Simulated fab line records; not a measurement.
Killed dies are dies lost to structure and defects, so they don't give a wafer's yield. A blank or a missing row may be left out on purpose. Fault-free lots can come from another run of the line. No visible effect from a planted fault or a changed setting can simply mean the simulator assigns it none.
fab line records	flow n5_finfet	part 1 of 2: steps 1 to 4 of 6
[record] lots = 23	wafers = 69	last_day = 18
route steps=1938 shown MOL_CONTACT_COAG@560 BEOL_M0_SAQP@662
lots that met no fault: from a run of the same line without faults
start_h: hours from the record's opening day to when the first of the lot's shown wafers began	wait_h: hours since the lot's step before	" as in the row above	L1.1+2: one row covering several wafers at once	- no value present, or no start provided	* or withheld: withheld	< > ~ a bound
route shown NAME@n: a module of which the file shows steps, and the number in the route of the first	usual: the fault-free wafers' mean and standard deviation	same: alike in all rows	chamber/n: place in a boat	sites: the reading at each site	_std_site: standard deviation of those values	_edge_site: the outer-site mean with the inner-site mean subtracted	radius_mm: how far each site lies from the wafer's centre	mask NAME#n: copy n	behind: tool/chamber where the wafer was last shaped	hold: why the lot went on hold/how many hours it stayed there/how the hold came to an end	device: the transistor (n, p or np) that didn't switch	end of line: the route-end tests of the same wafers	a step with no rows: only its recipe	killed: dies lost to structure and defects at the first sort, not the wafer's yield	map: shows each die of a wafer: x if killed, . if not, _ if none is there
set.NAME: the setting as run; set.NAME@STEP: as run at that earlier step	model.NAME: the simulator's own value behind a step, which no gauge read
the route's steps for a sample of lots (tables are steps, rows are wafers)
services: when a tool's chamber went out of use (start_h, in hours from the record's first day, below 0 if earlier), for how many hours, and the reason
[[steps]]
[step N5_MOL_CONTACT_COAG_CMP_28]
[recipe] stop_on = SiNx	t_overpolish_s = 0.85	post_cmp_clean = alkaline_brush	down_force_psi = 4.15	platen_rpm = 51.8	pad_velocity_m_s = 1.0307	target_thk_nm = 14.522
[usual] motor_current_A = 12.6/1.1	time_to_endpoint_s = 4.1/2.7
lot.wafer	tool	chamber	start_h	wait_h	motor_current_A	time_to_endpoint_s
L074.1	cmp-04	0	99.62	0.8	12.7	3.7
L074.3	"	2	"	"	13.5	8.9
L074.5	"	0	"	"	12.0	4.7
L075.4	cmp-04	0	108.81	0.1	12.9	4.3
L075.3	"	1	"	"	13.1	3.0
L075.6	"	0	"	"	12.2	2.3
L077.3	cmp-01	2	118.70	0.8	12.9	5.0
L077.1	"	1	"	"	14.8	4.5
L077.5	"	2	"	"	13.1	4.5
L078.2	cmp-01	2	129.51	0.8	12.3	3.2
L078.4	"	0	"	"	10.9	4.4
L078.5	"	2	"	"	12.3	4.9
L079.3	cmp-01	2	131.87	0.9	13.1	1.5
L079.4	"	3	"	"	11.4	2.6
L079.6	"	0	"	"	10.7	5.2
L080.2	cmp-01	3	134.87	0.8	11.4	4.5
L080.1	"	0	"	"	11.1	3.8
L080.6	"	3	"	"	11.1	3.5
L081.4	cmp-04	0	149.36	0.9	13.0	6.2
L081.2	"	3	"	"	11.8	3.4
L081.5	"	0	"	"	12.5	5.3
L082.2	cmp-04	2	150.93	0.8	12.9	10.6
L082.4	"	0	"	"	12.8	6.3
L082.6	"	2	"	"	12.6	8.3
L083.4	cmp-04	1	152.51	0.8	14.2	5.3
L083.2	"	2	"	"	12.9	13.1
L083.5	"	0	"	"	12.7	6.0
L084.3	cmp-03	2	155.15	0.8	11.9	4.6
L084.1	"	3	"	"	12.2	3.5
L084.4	"	1	"	"	13.4	5.8
L085.3	cmp-03	1	168.17	0.9	12.6	3.5
L085.6	"	3	"	"	12.5	0.0
L085.5	"	0	"	"	15.0	0.0
L086.1	cmp-03	1	178.72	0.8	12.5	5.7
L086.2	"	2	"	"	12.1	1.7
L086.5	"	1	"	"	13.1	3.3
L087.4	cmp-01	0	182.70	0.8	10.8	3.8
L087.2	"	1	"	"	14.7	3.9
L087.6	"	3	"	"	11.7	3.9
L088.2	cmp-01	2	188.95	0.8	12.3	3.6
L088.3	"	0	"	"	11.0	5.7
L088.5	"	3	"	"	11.3	3.7
L089.2	cmp-03	1	191.11	0.8	12.5	4.4
L089.4	"	0	"	"	14.7	0.0
L089.6	"	2	"	"	12.6	1.8
L091.4	cmp-01	1	199.41	0.9	15.2	3.2
L091.2	"	2	"	"	12.4	3.8
L091.6	"	3	"	"	11.5	4.7
L090.1	cmp-03	0	199.73	0.9	14.5	0.0
L090.6	"	2	"	"	12.1	1.9
L090.5	"	3	"	"	12.7	1.9
L092.2	cmp-04	2	206.35	0.9	13.4	9.6
L092.6	"	0	"	"	11.8	3.6
L092.5	"	1	"	"	13.6	2.7
L093.4	cmp-04	2	214.86	0.8	13.5	7.8
L093.3	"	3	"	"	12.1	0.2
L093.5	"	2	"	"	14.3	9.2
L094.4	cmp-04	3	224.10	0.9	11.4	1.2
L094.6	"	0	"	"	12.4	2.5
L094.5	"	1	"	"	13.1	6.1
L095.1	cmp-04	3	224.33	0.9	11.7	0.1
L095.6	"	1	"	"	13.6	0.0
L095.5	"	2	"	"	13.0	6.0
L097.4	cmp-04	2	236.00	0.8	13.2	7.5
L097.1	"	1	"	"	12.7	3.3
L097.5	"	2	"	"	13.0	8.7
L096.3	cmp-01	2	236.06	0.8	12.9	9.3
L096.2	"	3	"	"	11.1	5.7
L096.1	"	1	"	"	14.4	7.6
[step N5_MOL_CONTACT_COAG_ETCHBACK_132]
[recipe] chemistry = CHF3	target = SiO2	target_depth_a = 100	time_s = 6.7	ion_energy_ev = 200	pressure_mtorr = 30	source_w = 610	bias_w = 170	Ar_flow_sccm = 200	CHF3_flow_sccm = 50
[usual] CHF3_flow_sccm = 49.99/0.15	drypump_motor_current_A = 5.65/0.3	mfc_ar_sccm = 200.0/0.66	oes_product_au = 0.80/0.09	rf_vpp_V = 522/9.7	showerhead_plenum_p_Torr = 2.38/0.082	throttle_valve_pct = 18.81/0.22
lot.wafer	tool	chamber	start_h	wait_h	CHF3_flow_sccm	drypump_motor_current_A	mfc_ar_sccm	oes_product_au	rf_hours_counter_h	rf_vpp_V	showerhead_plenum_p_Torr	throttle_valve_pct
L074.1	rie_diel-05	3	104.86	0.1	50.05	5.29	200.1	0.67	248	521	2.32	19.26
L074.3	"	1	"	"	49.86	5.84	200.6	0.93	25	520	2.45	18.45
L074.5	"	0	"	"	49.78	5.81	201.1	0.76	-	521	2.35	18.57
L075.3	rie_diel-05	1	110.88	0.2	49.79	5.82	200.3	0.93	29	519	2.45	18.45
L075.4	"	1	"	"	49.89	5.80	200.0	0.92	-	519	2.45	18.46
L075.6	"	0	"	"	50.01	5.82	200.7	0.76	-	522	2.35	18.57
L077.1	rie_diel-03	1	120.65	0.1	50.08	5.36	200.9	0.73	190	529	2.28	19.02
L077.3	"	0	"	"	50.08	5.54	199.2	0.72	170	535	2.45	19.03
L077.5	"	3	"	"	50.15	5.62	199.4	0.88	-	513	2.43	18.61
L078.2	rie_diel-03	1	131.21	0.1	49.78	5.37	200.4	0.73	194	530	2.28	19.02
L078.4	"	2	"	"	49.58	5.75	200.0	0.76	155	508	2.29	18.72
L078.5	"	1	"	"	50.01	5.37	200.0	0.73	-	529	2.28	19.02
L079.3	rie_diel-03	2	133.44	0.1	50.00	5.76	200.1	0.77	156	509	2.29	18.73
L079.4	"	0	"	"	49.79	5.52	200.7	0.73	174	536	2.45	19.05
L079.6	"	3	"	"	49.95	5.64	199.6	0.88	-	513	2.43	18.62
L080.1	rie_diel-01	3	136.57	0.1	50.07	5.10	200.3	0.66	245	509	2.24	18.88
L080.2	"	0	"	"	49.90	6.22	200.4	0.82	101	520	2.41	18.84
L080.6	"	1	"	"	50.14	5.90	199.8	0.81	-	536	2.51	18.59
L081.2	rie_diel-03	1	151.37	0.1	49.97	5.41	199.3	0.72	202	527	2.28	19.04
L081.4	"	1	"	"	50.12	5.38	200.2	0.73	-	529	2.28	19.04
L081.5	"	1	"	"	50.28	5.37	200.2	0.73	-	529	2.28	19.03
L082.2	rie_diel-03	1	154.35	0.1	49.95	5.37	199.8	0.73	204	529	2.28	19.04
L082.4	"	0	"	"	49.98	5.54	200.5	0.72	-	536	2.45	19.06
L082.6	"	1	"	"	50.10	5.38	200.0	0.72	-	529	2.28	19.04
L083.2	rie_diel-03	0	156.03	0.3	50.32	5.55	200.3	0.72	185	536	2.45	19.07
L083.4	"	3	"	"	49.96	5.64	200.5	0.86	-	514	2.43	18.63
L083.5	"	1	"	"	50.05	5.36	200.0	0.72	-	529	2.28	19.05
L084.1	rie_diel-05	1	157.97	0.6	50.03	5.82	199.9	0.89	42	519	2.44	18.49
L084.3	"	3	"	"	50.21	5.28	199.8	0.98	5	522	2.32	18.83
L084.4	"	2	"	"	49.98	5.85	200.8	0.94	16	523	2.33	18.93
L085.3	rie_diel-03	3	170.60	0.2	50.02	5.63	200.8	0.85	61	513	2.43	18.64
L085.5	"	0	"	"	49.81	5.52	200.6	0.72	-	534	2.44	19.06
L085.6	"	3	"	"	50.03	5.62	200.1	0.86	-	513	2.43	18.64
L086.1	rie_diel-03	3	182.53	0.1	49.99	5.59	199.9	0.84	64	513	2.43	18.64
L086.2	"	2	"	"	49.93	5.71	199.7	0.76	168	508	2.29	18.74
L086.5	"	2	"	"	49.90	5.70	199.7	0.75	-	509	2.29	18.74
L087.2	rie_diel-01	0	184.74	0.2	50.13	6.22	200.1	0.80	129	519	2.40	18.90
L087.4	"	1	"	"	50.15	5.96	200.7	0.77	114	538	2.50	18.64
L087.6	"	0	"	"	49.97	6.21	199.6	0.79	-	521	2.40	18.89
L088.2	rie_diel-03	3	192.04	0.3	50.01	5.62	199.1	0.84	69	513	2.42	18.66
L088.3	"	2	"	"	50.11	5.72	201.4	0.75	172	510	2.29	18.74
L088.5	"	1	"	"	50.14	5.35	199.9	0.71	-	528	2.27	19.05
L089.2	rie_diel-03	1	193.46	0.1	50.23	5.34	199.6	0.71	221	529	2.27	19.07
L089.4	"	3	"	"	50.20	5.60	200.6	0.84	70	513	2.42	18.65
L089.6	"	2	"	"	49.96	5.68	200.6	0.75	-	509	2.29	18.74
L091.2	rie_diel-01	3	201.12	0.1	49.90	5.15	200.1	0.94	9	517	2.52	18.45
L091.4	"	2	"	"	50.22	6.16	198.8	0.95	-	533	2.46	18.85
L091.6	"	0	"	"	50.04	6.20	200.5	0.78	-	519	2.40	18.91
L090.1	rie_diel-03	1	201.37	0.2	50.25	5.37	201.1	0.71	224	528	2.27	19.08
L090.5	"	1	"	"	50.10	5.37	201.0	0.71	-	529	2.27	19.06
L090.6	"	2	"	"	50.05	5.71	199.2	0.75	-	509	2.29	18.75
L092.2	rie_diel-01	0	209.04	0.1	49.96	6.20	200.1	0.78	138	521	2.40	18.92
L092.5	"	3	"	"	50.06	5.13	199.8	0.94	-	516	2.52	18.44
L092.6	"	0	"	"	49.95	6.21	199.3	0.78	-	520	2.40	18.92
L093.3	rie_diel-05	3	216.72	0.1	49.97	5.30	199.8	0.93	19	524	2.31	18.84
L093.4	"	0	"	"	49.67	5.79	199.5	0.74	194	521	2.34	18.60
L093.5	"	0	"	"	50.14	5.79	200.3	0.75	-	520	2.34	18.61
L094.4	rie_diel-03	3	225.98	0.1	49.81	5.65	200.7	0.83	82	512	2.42	18.69
L094.5	"	1	"	"	49.95	5.38	199.5	0.70	-	528	2.27	19.08
L094.6	"	0	"	"	50.04	5.54	198.2	0.70	-	537	2.44	19.11
L095.1	rie_diel-05	3	226.17	0.1	49.91	5.29	199.2	0.92	22	523	2.31	18.86
L095.5	"	1	"	"	50.31	5.85	199.1	0.87	-	519	2.44	18.53
L095.6	"	2	"	"	49.96	5.85	200.2	0.92	-	524	2.33	18.95
L097.1	rie_diel-01	0	237.62	0.1	50.11	6.21	199.5	0.78	147	521	2.39	18.92
L097.4	"	3	"	"	49.69	5.11	198.1	0.92	21	515	2.52	18.44
L097.5	"	3	"	"	49.70	5.10	198.4	0.91	-	516	2.52	18.46
L096.1	rie_diel-03	1	237.94	0.2	50.03	5.36	199.6	0.70	236	528	2.27	19.10
L096.2	"	2	"	"	49.91	5.71	200.6	0.73	188	507	2.28	18.78
L096.3	"	3	"	"	49.97	5.64	199.6	0.83	85	513	2.42	18.68
[step N5_MOL_CONTACT_COAG_DESCUM_45]
[recipe] chemistry = O2	time_s = 7	source_power_w = 50	bias_power_w = 20	pressure_mtorr = 20	rf_frequency_hz = 2.712e+07	temp_c = 40	resist = CAR-EUV	o2_flow_sccm = 225
[usual] drypump_motor_current_A = 5.8/0.35	oes_product_au = 0.83/0.095	rf_vpp_V = 243.4/1.4	showerhead_plenum_p_Torr = 2.10/0.079	throttle_valve_pct = 20.41/0.17
lot.wafer	tool	chamber	start_h	wait_h	drypump_motor_current_A	oes_product_au	rf_hours_counter_h	rf_vpp_V	showerhead_plenum_p_Torr	throttle_valve_pct
L074.1	rie_diel-01	0	106.38	0.6	6.2	0.81	91	244.6	2.09	20.35
L074.3	"	2	"	"	6.2	0.69	241	245.8	2.13	20.49
L074.5	"	1	"	"	5.9	0.83	-	245.8	2.23	20.40
L075.3	rie_diel-03	3	112.26	0.0	5.6	0.87	38	244.8	2.13	20.26
L075.4	"	0	"	"	5.5	0.72	168	246.2	2.17	20.80
L075.6	"	3	"	"	5.6	0.88	-	244.9	2.13	20.26
L077.1	rie_diel-03	3	121.59	0.0	5.6	0.87	41	243.8	2.13	20.26
L077.3	"	1	"	"	5.4	0.73	190	242.0	1.98	20.54
L077.5	"	1	"	"	5.4	0.73	-	241.6	1.98	20.53
L078.2	rie_diel-05	3	132.15	0.0	5.3	0.99	1	242.3	2.03	20.50
L078.4	"	1	"	"	5.8	0.90	38	242.5	2.15	20.23
L078.5	"	1	"	"	5.9	0.91	-	243.8	2.15	20.26
L079.3	rie_diel-05	1	134.58	0.1	5.8	0.90	39	243.6	2.15	20.25
L079.4	"	3	"	"	5.3	0.99	2	243.0	2.03	20.52
L079.6	"	0	"	"	5.8	0.75	-	242.1	2.06	20.21
L080.1	rie_diel-01	3	137.51	0.0	5.1	0.65	246	241.6	1.97	20.60
L080.2	"	0	"	"	6.2	0.80	102	244.0	2.09	20.36
L080.6	"	1	"	"	5.9	0.82	-	242.5	2.23	20.43
L081.2	rie_diel-01	1	154.11	1.5	5.9	0.80	96	244.4	2.23	20.46
L081.4	"	2	"	"	6.2	1.03	-	244.2	2.13	20.26
L081.5	"	1	"	"	6.0	0.79	-	244.1	2.23	20.42
L082.2	rie_diel-01	1	156.51	1.2	5.9	0.80	98	245.3	2.23	20.43
L082.4	"	0	"	"	6.2	0.79	-	245.4	2.09	20.37
L082.6	"	2	"	"	6.2	1.02	-	243.7	2.13	20.25
L083.2	rie_diel-03	3	157.30	0.2	5.6	0.84	54	242.9	2.12	20.27
L083.4	"	0	"	"	5.5	0.71	-	244.2	2.16	20.81
L083.5	"	3	"	"	5.6	0.84	-	245.2	2.12	20.27
L084.1	rie_diel-01	2	159.63	0.7	6.2	0.99	4	243.8	2.12	20.25
L084.3	"	0	"	"	6.2	0.78	115	242.7	2.09	20.36
L084.4	"	2	"	"	6.2	1.00	-	243.6	2.12	20.26
L085.3	rie_diel-01	0	171.67	0.0	6.2	0.78	122	242.0	2.08	20.39
L085.5	"	0	"	"	6.2	0.78	-	243.7	2.08	20.41
L085.6	"	2	"	"	6.2	0.97	-	243.1	2.12	20.27
L086.1	rie_diel-03	2	183.85	0.4	5.7	0.76	168	240.4	2.00	20.39
L086.2	"	3	"	"	5.6	0.83	65	243.5	2.12	20.29
L086.5	"	2	"	"	5.7	0.75	-	240.7	2.00	20.37
L087.2	rie_diel-03	1	185.67	0.0	5.4	0.70	217	242.0	1.97	20.57
L087.4	"	2	"	"	5.7	0.75	169	242.3	2.00	20.38
L087.6	"	1	"	"	5.4	0.70	-	239.9	1.97	20.59
L088.2	rie_diel-01	0	193.10	0.0	6.2	0.77	132	243.1	2.08	20.41
L088.3	"	2	"	"	6.2	0.95	22	243.3	2.12	20.28
L088.5	"	3	"	"	5.1	0.95	-	244.4	2.23	20.14
L089.2	rie_diel-01	1	194.97	0.5	5.9	0.78	119	245.9	2.22	20.47
L089.4	"	2	"	"	6.2	0.94	23	246.0	2.12	20.26
L089.6	"	3	"	"	5.1	0.93	-	245.8	2.23	20.13
L091.2	rie_diel-01	3	202.24	0.1	5.1	0.93	10	244.3	2.23	20.14
L091.4	"	2	"	"	6.2	0.94	-	241.9	2.12	20.29
L091.6	"	3	"	"	5.1	0.93	-	244.0	2.23	20.13
L090.1	rie_diel-05	1	202.31	0.0	5.9	0.88	52	244.1	2.15	20.27
L090.5	"	0	"	"	5.8	0.74	-	241.9	2.05	20.20
L090.6	"	3	"	"	5.3	0.93	-	241.1	2.03	20.53
L092.2	rie_diel-03	1	210.04	0.1	5.4	0.70	226	241.1	1.97	20.58
L092.5	"	3	"	"	5.6	0.82	-	243.0	2.11	20.32
L092.6	"	2	"	"	5.7	0.73	-	240.5	2.00	20.39
L093.3	rie_diel-01	2	217.81	0.1	6.2	0.92	31	243.2	2.12	20.29
L093.4	"	1	"	"	5.9	0.78	124	243.4	2.22	20.47
L093.5	"	0	"	"	6.2	0.76	-	244.1	2.08	20.43
L094.4	rie_diel-05	2	227.03	0.0	5.8	0.91	32	243.7	2.04	20.63
L094.5	"	2	"	"	5.8	0.91	-	242.2	2.04	20.65
L094.6	"	3	"	"	5.3	0.91	-	243.3	2.03	20.54
L095.1	rie_diel-01	3	227.10	0.0	5.1	0.90	18	245.7	2.22	20.15
L095.5	"	3	"	"	5.1	0.91	-	244.5	2.22	20.16
L095.6	"	2	"	"	6.2	0.91	-	242.2	2.11	20.30
L097.1	rie_diel-05	1	238.69	0.0	5.8	0.86	63	242.2	2.15	20.27
L097.4	"	3	"	"	5.3	0.90	27	242.9	2.02	20.56
L097.5	"	2	"	"	5.9	0.90	-	243.3	2.03	20.65
L096.1	rie_diel-01	1	238.87	0.0	5.9	0.78	130	244.0	2.21	20.49
L096.2	"	3	"	"	5.1	0.90	21	245.3	2.22	20.17
L096.3	"	0	"	"	6.2	0.77	148	243.6	2.07	20.44
[step N5_MOL_CONTACT_COAG_INSPECT_97]
[recipe] inspect_instrument = darkfield	mode = post_anneal
[usual] raw_defect_count = 46/17
lot.wafer	tool	chamber	start_h	wait_h	raw_defect_count
L074.1	defect_inspect-02	-	111.44	0.0	30
L074.3	"	-	"	"	46
L074.5	"	-	"	"	44
L075.3	defect_inspect-01	-	116.97	0.1	29
L075.4	"	-	"	"	42
L075.6	"	-	"	"	47
L077.1	defect_inspect-01	-	126.31	0.0	24
L077.3	"	-	"	"	48
L077.5	"	-	"	"	52
L078.2	defect_inspect-02	-	136.80	0.1	48
L078.4	"	-	"	"	47
L078.5	"	-	"	"	30
L079.3	defect_inspect-02	-	139.80	0.1	14
L079.4	"	-	"	"	17
L079.6	"	-	"	"	27
L080.1	defect_inspect-02	-	142.76	0.0	60
L080.2	"	-	"	"	49
L080.6	"	-	"	"	60
L081.2	defect_inspect-02	-	159.00	0.0	41
L081.4	"	-	"	"	33
L081.5	"	-	"	"	34
L082.2	defect_inspect-01	-	162.02	0.1	54
L082.4	"	-	"	"	24
L082.6	"	-	"	"	34
L084.1	defect_inspect-01	-	165.00	0.0	56
L084.3	"	-	"	"	87
L084.4	"	-	"	"	91
L083.2	defect_inspect-02	-	165.00	0.0	45
L083.4	"	-	"	"	33
L083.5	"	-	"	"	41
L085.3	defect_inspect-02	-	176.58	0.1	46
L085.5	"	-	"	"	48
L085.6	"	-	"	"	27
L086.1	defect_inspect-02	-	188.71	0.0	52
L086.2	"	-	"	"	46
L086.5	"	-	"	"	48
L087.2	defect_inspect-02	-	191.74	0.1	19
L087.4	"	-	"	"	30
L087.6	"	-	"	"	20
L088.2	defect_inspect-01	-	198.11	0.0	41
L088.3	"	-	"	"	53
L088.5	"	-	"	"	41
L089.2	defect_inspect-01	-	201.12	0.1	37
L089.4	"	-	"	"	44
L089.6	"	-	"	"	72
L091.2	defect_inspect-02	-	206.88	0.0	55
L091.4	"	-	"	"	39
L091.6	"	-	"	"	45
L090.1	defect_inspect-01	-	209.87	0.0	49
L090.5	"	-	"	"	41
L090.6	"	-	"	"	64
L092.2	defect_inspect-02	-	215.05	0.1	56
L092.5	"	-	"	"	58
L092.6	"	-	"	"	31
L093.3	defect_inspect-01	-	222.66	0.1	19
L093.4	"	-	"	"	47
L093.5	"	-	"	"	35
L094.4	defect_inspect-01	-	231.73	0.1	40
L094.5	"	-	"	"	40
L094.6	"	-	"	"	58
L095.1	defect_inspect-02	-	234.68	0.0	74
L095.5	"	-	"	"	73
L095.6	"	-	"	"	33
L097.1	defect_inspect-02	-	243.40	0.0	49
L097.4	"	-	"	"	76
L097.5	"	-	"	"	58
L096.1	defect_inspect-02	-	246.40	0.0	39
L096.2	"	-	"	"	58
L096.3	"	-	"	"	46
